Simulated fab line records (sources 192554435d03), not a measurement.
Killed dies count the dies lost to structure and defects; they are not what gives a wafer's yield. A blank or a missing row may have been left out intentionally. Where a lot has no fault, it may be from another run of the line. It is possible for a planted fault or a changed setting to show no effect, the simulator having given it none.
Chamber matching | flow n5_finfet | cmp-01 running N5_PMOS_HMC_CHANNEL_EPI_CMP_21: 4 sister chambers
The step polishes SiGe30, target thk 54 nm. 4 wafers are shown with their chamber, then 8 later ones without.

== EACH WAFER AND ITS CHAMBER ==
wafer  | chamber | motor_current_A (A)
L081.4 | 1       | 13.8
L084.2 | 3       | 11.7
L084.6 | 2       | 10.5
L089.2 | 0       | 11.8

== WAFERS MISSING THEIR CHAMBER ==
wafer  | motor_current_A (A)
L089.5 | 11.9
L089.6 | 14.5
L092.2 | 12.4
L092.3 | 13.8
L092.5 | 11.8
L095.3 | 11.9
L095.4 | 10.6
L095.5 | 10.3

== CHAMBER TAKEN BY EACH ==
wafer  | from the rows above     | in truth
L089.5 | can't be placed: 0 or 3 | 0
L089.6 | 1                       | 1
L092.2 | can't be placed: 0 or 3 | 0
L092.3 | 1                       | 1
L092.5 | can't be placed: 0 or 3 | 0
L095.3 | can't be placed: 0 or 3 | 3
L095.4 | 2                       | 2
L095.5 | 2                       | 2
Correctly placed: 4 of 8. From these rows, 4 cannot be placed; in 4 the true chamber is one of the candidates. Number placed wrongly: 0.
How it was worked out, from the rows above alone: a wafer's distance from a chamber is the root of the sum, over the readings, of the square of ((its reading less the chamber's mean) divided by the reading's scatter). The wafer belongs to the nearest chamber; if the next one is less than 2 further off, it can't be placed. Each chamber's mean is taken over the wafers shown for it. The scatter (one wafer shown for each chamber): square how far every hidden wafer sits from the nearest shown wafer, average those squares and take the square root.
